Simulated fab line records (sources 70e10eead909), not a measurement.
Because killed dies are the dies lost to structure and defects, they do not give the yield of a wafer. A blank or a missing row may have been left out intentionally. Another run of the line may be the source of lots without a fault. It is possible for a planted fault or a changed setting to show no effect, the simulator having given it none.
Chamber matching    flow nand harc    rie diel-12 running NHARC_A_CHANNEL_FILL_D1_ETCHBACK_20: 4 sister chambers
The step etches the open film in C4F8/O2/Ar, target depth 27 nm, time 13.5 s. 33 wafers are shown with their chamber, then 12 later ones without.

== WAFERS, EACH WITH ITS CHAMBER ==
wafer   chamber  rf vpp V (V)  oes product au (a.u.)
L075.2  2        977           1.00
L075.3  0        979           0.99
L075.5  0        979           0.99
L076.2  2        974           1.01
L076.5  1        985           1.00
L076.6  2        975           1.01
L078.1  0        981           0.93
L078.2  1        984           0.94
L078.3  3        972           0.93
L078.4  3        973           0.92
L078.5  0        981           0.93
L078.6  1        986           0.93
L080.2  3        973           0.98
L080.4  2        976           0.97
L080.5  0        979           0.98
L082.2  3        973           0.99
L082.3  1        986           1.00
L082.4  2        976           0.99
L084.1  1        985           0.99
L084.2  2        976           0.98
L084.4  3        974           0.99
L085.1  0        980           0.99
L085.3  1        985           1.01
L085.6  0        981           0.98
L088.1  2        975           0.98
L088.2  0        980           0.97
L088.4  1        984           0.98
L086.3  3        973           0.99
L086.5  3        973           0.98
L086.6  0        980           0.97
L093.1  3        974           0.92
L093.4  2        976           0.93
L093.5  2        976           0.92

SIGNATURES (means of the wafers above)
reading         chamber 0  chamber 1  chamber 2  chamber 3  scatter within a chamber
rf vpp V        980.00     985.00     975.67     973.12     0.807
oes product au  0.9700     0.9786     0.9767     0.9625     0.0302
Rule: for a wafer and a chamber, the distance is found by dividing, reading by reading, the gap between the wafer's reading and the chamber's mean by the reading's scatter, squaring, summing and taking the root. The wafer belongs to the nearest chamber; if the next one is less than 2 further off, it can't be placed. The scatter: take each reading less its chamber's mean, square it, sum over the shown wafers, divide by the number of wafers less the number of chambers, and take the root.

== WAFERS WITH NO CHAMBER GIVEN ==
wafer   rf vpp V (V)  oes product au (a.u.)
L092.1  975           0.93
L092.3  985           0.93
L092.4  974           0.92
L094.2  975           1.00
L094.4  972           0.92
L094.6  976           1.01
L097.1  981           0.91
L097.2  985           0.93
L097.5  972           0.92
L096.1  975           0.91
L096.5  976           0.91
L096.6  974           0.92

== WHICH CHAMBER EACH ONE RAN IN ==
wafer   from the rows above      in truth
L092.1  can't be placed: 2 or 3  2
L092.3  1                        1
L092.4  can't be placed: 3 or 2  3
L094.2  can't be placed: 2 or 3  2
L094.4  3                        3
L094.6  2                        2
L097.1  0                        0
L097.2  1                        1
L097.5  3                        3
L096.1  can't be placed: 2 or 3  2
L096.5  can't be placed: 2 or 3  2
L096.6  can't be placed: 3 or 2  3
Correctly placed: 6 of 12. Cannot be placed on the basis of these rows: 6; the candidates contain the true chamber in 6. Wrongly placed: 0.
